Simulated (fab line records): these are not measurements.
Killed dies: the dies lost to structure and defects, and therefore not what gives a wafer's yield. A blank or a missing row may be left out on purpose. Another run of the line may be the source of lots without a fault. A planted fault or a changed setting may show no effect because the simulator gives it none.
Split-lot experiment || flow n5_finfet || route with 1938 steps; 7 lots, 21 wafers read

## ON THE SPLIT
At N5_BEOL_M4_TRENCH_ETCH_37 (etches SiOC in C4F6/O2, target depth 55.555 nm, time 29.2 s), the setting source_w was moved away from the recipe's 355 W on 7 of the 21 wafers read, by -16.3% to +17.6%. The other wafers ran this setting at the recipe's value.

## FROM THE SPLIT TO THE READING: what the file shows between them, 2 steps
- N5_BEOL_M4_ETCH_41: etches SiCN in CH3F/O2, target depth 29.9 nm, time 52.5 s
- N5_BEOL_M4_STRIP_97: strips in N2/H2, time 10 s

## THE READING
trench_depth_nm, in nm, at N5_BEOL_M4_OCD_MEAS_38. On this fab line, fault-free wafers typically give 55.2 nm with a standard deviation of 1 nm.

{"wafer": "L075.1", "tool, chamber at the split": "rie_diel-03, 0", "source_w as run, W": 355, "against the recipe": "recipe", "trench_depth_nm, nm": 54.8, "against lot-mates on the recipe": "-"}
{"wafer": "L075.2", "tool, chamber at the split": "rie_diel-03, 3", "source_w as run, W": 355, "against the recipe": "recipe", "trench_depth_nm, nm": 55.1, "against lot-mates on the recipe": "-"}
{"wafer": "L075.6", "tool, chamber at the split": "rie_diel-03, 2", "source_w as run, W": 355, "against the recipe": "recipe", "trench_depth_nm, nm": 56.4, "against lot-mates on the recipe": "-"}
{"wafer": "L078.1", "tool, chamber at the split": "rie_diel-01, 3", "source_w as run, W": 414.8, "against the recipe": "+16.8%", "trench_depth_nm, nm": 57.8, "against lot-mates on the recipe": "+1.5"}
{"wafer": "L078.3", "tool, chamber at the split": "rie_diel-01, 1", "source_w as run, W": 355, "against the recipe": "recipe", "trench_depth_nm, nm": 56.3, "against lot-mates on the recipe": "-"}
{"wafer": "L078.5", "tool, chamber at the split": "rie_diel-01, 1", "source_w as run, W": 414.8, "against the recipe": "+16.8%", "trench_depth_nm, nm": 59.8, "against lot-mates on the recipe": "+3.5"}
{"wafer": "L079.1", "tool, chamber at the split": "rie_diel-03, 1", "source_w as run, W": 355, "against the recipe": "recipe", "trench_depth_nm, nm": 53.9, "against lot-mates on the recipe": "-"}
{"wafer": "L079.3", "tool, chamber at the split": "rie_diel-03, 3", "source_w as run, W": 355, "against the recipe": "recipe", "trench_depth_nm, nm": 55.5, "against lot-mates on the recipe": "-"}
{"wafer": "L079.6", "tool, chamber at the split": "rie_diel-03, 2", "source_w as run, W": 417.5, "against the recipe": "+17.6%", "trench_depth_nm, nm": 60.0, "against lot-mates on the recipe": "+5.3"}
{"wafer": "L081.4", "tool, chamber at the split": "rie_diel-03, 0", "source_w as run, W": 297.3, "against the recipe": "-16.3%", "trench_depth_nm, nm": 51.2, "against lot-mates on the recipe": -3.8}
{"wafer": "L081.5", "tool, chamber at the split": "rie_diel-03, 0", "source_w as run, W": 355, "against the recipe": "recipe", "trench_depth_nm, nm": 55.0, "against lot-mates on the recipe": "-"}
{"wafer": "L081.6", "tool, chamber at the split": "rie_diel-03, 3", "source_w as run, W": 297.3, "against the recipe": "-16.3%", "trench_depth_nm, nm": 52.8, "against lot-mates on the recipe": -2.2}
{"wafer": "L086.2", "tool, chamber at the split": "rie_diel-05, 2", "source_w as run, W": 355, "against the recipe": "recipe", "trench_depth_nm, nm": 57.3, "against lot-mates on the recipe": "-"}
{"wafer": "L086.3", "tool, chamber at the split": "rie_diel-05, 1", "source_w as run, W": 302.2, "against the recipe": "-14.9%", "trench_depth_nm, nm": 52.1, "against lot-mates on the recipe": -3.9}
{"wafer": "L086.4", "tool, chamber at the split": "rie_diel-05, 0", "source_w as run, W": 355, "against the recipe": "recipe", "trench_depth_nm, nm": 54.6, "against lot-mates on the recipe": "-"}
{"wafer": "L089.2", "tool, chamber at the split": "rie_diel-01, 0", "source_w as run, W": 314.8, "against the recipe": "-11.3%", "trench_depth_nm, nm": 51.4, "against lot-mates on the recipe": -3.1}
{"wafer": "L089.3", "tool, chamber at the split": "rie_diel-01, 3", "source_w as run, W": 355, "against the recipe": "recipe", "trench_depth_nm, nm": 54.5, "against lot-mates on the recipe": "-"}
{"wafer": "L089.6", "tool, chamber at the split": "rie_diel-01, 0", "source_w as run, W": 355, "against the recipe": "recipe", "trench_depth_nm, nm": 54.5, "against lot-mates on the recipe": "-"}
{"wafer": "L090.1", "tool, chamber at the split": "rie_diel-03, 0", "source_w as run, W": 355, "against the recipe": "recipe", "trench_depth_nm, nm": 55.1, "against lot-mates on the recipe": "-"}
{"wafer": "L090.4", "tool, chamber at the split": "rie_diel-03, 1", "source_w as run, W": 355, "against the recipe": "recipe", "trench_depth_nm, nm": 55.3, "against lot-mates on the recipe": "-"}
{"wafer": "L090.5", "tool, chamber at the split": "rie_diel-03, 3", "source_w as run, W": 355, "against the recipe": "recipe", "trench_depth_nm, nm": 55.7, "against lot-mates on the recipe": "-"}

THE FIT
A straight line over all 21 wafers: trench_depth_nm changes by +0.228 nm for each +1% of source_w; r = +0.92; the points scatter about the line by 0.94 nm.
The same after taking each lot's own level away (the mean of its wafers on the recipe; 21 wafers): +0.209 nm for each +1%; r = +0.91; scatter 0.91 nm.
The reading moves by 3.7 nm for the largest change in source_w, on that fit.
Measured against the standard deviation above, the lots' own levels, which go from 54.50 to 56.30 nm, span 1.8 times it.
So the lot-to-lot level changes the slope little: the two slopes agree.
Check: +3.13 nm against its lot-mates is what the line predicts for one of the wafers moved furthest among these (+17.6%) when that wafer is left out of the fit. Against them it came out at +5.3 nm.
Tool readings at the split's step, against how far the setting was moved: rf_vpp_V r = -0.93.

## THE OTHER SPLITS THESE WAFERS WENT THROUGH
These wafers also went through other splits before the reading. Each is held against what the fit with the lots' levels taken away leaves over:
{"other split on the same wafers": "N5_BEOL_M3_TRENCH_ETCH_37 time_s", "wafers away from the commonest value": 10, "r with trench_depth_nm (lot level and that fit taken away)": "+0.11"}

## THE WHOLE CHAIN: every reading that the file lists as answering this split, in the file's order
{"step": "N5_BEOL_M4_TRENCH_ETCH_37", "what it does": "etches SiOC in C4F6/O2, target depth 55.555 nm, time 29.2 s", "reading": "rf_vpp_V", "change (the file's fit)": "-3.68 V for each +1% of the setting", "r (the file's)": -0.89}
{"step": "N5_BEOL_M4_TRENCH_ETCH_37", "what it does": "etches SiOC in C4F6/O2, target depth 55.555 nm, time 29.2 s", "reading": "BEOL_M4.feature_depth_nm (the simulator's own value, which no gauge read)", "change (the file's fit)": "+0.23 nm for each +1% of the setting", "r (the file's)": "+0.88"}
{"step": "N5_BEOL_M4_TRENCH_ETCH_37", "what it does": "etches SiOC in C4F6/O2, target depth 55.555 nm, time 29.2 s", "reading": "etch.depth_nm (the simulator's own value, which no gauge read)", "change (the file's fit)": "+0.229 nm for each +1% of the setting", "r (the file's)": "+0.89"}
{"step": "N5_BEOL_M4_OCD_MEAS_38", "what it does": "", "reading": "trench_depth_nm", "change (the file's fit)": "+0.228 nm for each +1% of the setting", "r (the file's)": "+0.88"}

## FILE'S OWN FIT
trench_depth_nm changes by +0.228 nm for each +1% of source_w, r = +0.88.
